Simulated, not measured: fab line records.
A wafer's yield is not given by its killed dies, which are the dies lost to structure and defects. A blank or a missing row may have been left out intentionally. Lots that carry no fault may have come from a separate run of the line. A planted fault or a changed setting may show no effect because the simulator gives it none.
Chamber matching    flow n5 finfet    rie diel-03 running N5_BEOL_M1_ETCH_69: 4 sister chambers
The step etches SiARC in CF4, target depth 15.6 nm, time 26 s. 24 wafers are shown with their chamber, then 12 later ones without.

EACH WAFER AND ITS CHAMBER
wafer   chamber  drypump motor current A (A)  showerhead plenum p Torr (Torr)  throttle valve pct (%)
L074.3  0        5.5                          2.09                             15.62
L074.4  3        6.0                          2.17                             15.76
L074.5  2        5.6                          2.19                             15.46
L076.2  2        5.6                          2.19                             15.47
L076.4  2        5.6                          2.19                             15.46
L076.5  3        6.0                          2.16                             15.77
L077.4  3        6.0                          2.16                             15.77
L077.5  1        4.9                          2.12                             15.63
L077.6  2        5.6                          2.19                             15.47
L078.1  1        4.9                          2.12                             15.63
L078.2  2        5.6                          2.19                             15.51
L078.4  3        6.0                          2.16                             15.78
L079.1  0        5.6                          2.09                             15.09
L079.5  0        5.6                          2.09                             15.10
L079.6  1        4.9                          2.12                             15.64
L081.2  0        5.6                          2.09                             15.10
L081.4  2        5.6                          2.18                             15.51
L081.6  3        6.0                          2.16                             15.79
L083.1  1        4.9                          2.11                             15.65
L083.2  2        5.6                          2.18                             15.49
L083.5  3        6.0                          2.16                             15.79
L088.1  2        5.6                          2.18                             15.50
L088.2  1        4.9                          2.11                             15.66
L088.3  0        5.5                          2.08                             15.12

SIGNATURES (means of the wafers above)
reading                   chamber 0  chamber 1  chamber 2  chamber 3  scatter within a chamber
drypump motor current A   5.560      4.900      5.600      6.000      0.0245
showerhead plenum p Torr  2.0880     2.1160     2.1863     2.1617     0.00485
throttle valve pct        15.2060    15.6420    15.4838    15.7767    0.105
Rule: for a wafer and a chamber, the distance is found by dividing, reading by reading, the gap between the wafer's reading and the chamber's mean by the reading's scatter, squaring, summing and taking the root. If the next closest chamber is less than 2 further off than the closest, the wafer can't be placed; otherwise it belongs to the closest. The scatter is the square root of a quotient: the sum, over the shown wafers, of each reading's squared deviation from its chamber's mean, divided by wafers minus chambers.

WAFERS WHOSE CHAMBER IS MISSING
wafer   drypump motor current A (A)  showerhead plenum p Torr (Torr)  throttle valve pct (%)
L089.4  5.6                          2.18                             15.51
L089.5  5.7                          2.18                             15.52
L089.6  6.0                          2.16                             15.81
L090.2  5.6                          2.18                             15.52
L090.3  5.6                          2.08                             15.12
L090.6  6.0                          2.16                             15.82
L092.1  6.0                          2.15                             15.82
L092.4  4.9                          2.11                             15.68
L092.5  5.6                          2.18                             15.54
L097.2  4.9                          2.11                             15.68
L097.3  6.0                          2.15                             15.83
L097.5  5.6                          2.17                             15.56

EACH ONE'S CHAMBER
wafer   from the rows above  in truth
L089.4  2                    2
L089.5  2                    2
L089.6  3                    3
L090.2  2                    2
L090.3  0                    0
L090.6  3                    3
L092.1  3                    3
L092.4  1                    1
L092.5  2                    2
L097.2  1                    1
L097.3  3                    3
L097.5  2                    2
Correctly placed: 12 of 12. Left unplaced by these rows: 0. Wrongly placed: 0.
